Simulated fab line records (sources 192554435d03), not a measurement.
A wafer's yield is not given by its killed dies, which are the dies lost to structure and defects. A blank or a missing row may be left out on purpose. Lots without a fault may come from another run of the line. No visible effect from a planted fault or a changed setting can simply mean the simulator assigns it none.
Chamber matching	flow n5 finfet	rie diel-05 running N5_BEOL_M0_SAQP_DESCUM_45: 4 sister chambers
The step chemistry O2, time 7 s. 8 wafers are shown with their chamber, then 10 later ones without.

== WAFERS WITH THEIR CHAMBER ==
wafer	chamber	drypump motor current A (A)	showerhead plenum p Torr (Torr)
L077.2	2	5.3	2.18
L078.1	1	6.3	2.17
L088.1	1	6.3	2.16
L089.2	3	6.1	2.04
L089.3	0	6.1	2.12
L089.5	3	6.1	2.04
L091.3	2	5.4	2.17
L091.4	0	6.1	2.12

== WAFERS MISSING THEIR CHAMBER ==
wafer	drypump motor current A (A)	showerhead plenum p Torr (Torr)
L091.6	6.3	2.16
L092.1	6.1	2.03
L092.2	6.1	2.12
L092.5	6.1	2.12
L096.1	5.3	2.17
L096.2	6.3	2.16
L096.6	6.1	2.11
L097.1	6.1	2.03
L097.3	6.3	2.16
L097.5	6.1	2.03

== WHICH CHAMBER EACH ONE RAN IN ==
wafer	from the rows above	in truth
L091.6	1	1
L092.1	3	3
L092.2	0	0
L092.5	0	0
L096.1	2	2
L096.2	1	1
L096.6	0	0
L097.1	3	3
L097.3	1	1
L097.5	3	3
Correct placement for 10 of the 10. Not placeable from these rows: 0. Number placed wrongly: 0.
How it was worked out, from the rows above alone: a wafer's distance from a chamber is the root of the sum, over the readings, of the square of ((its reading less the chamber's mean) divided by the reading's scatter). If the next closest chamber is less than 2 further off than the closest, the wafer can't be placed; otherwise it belongs to the closest. A chamber's mean is the mean of its shown wafers. The scatter: take each reading less its chamber's mean, square it, sum over the shown wafers, divide by the number of wafers less the number of chambers, and take the root.
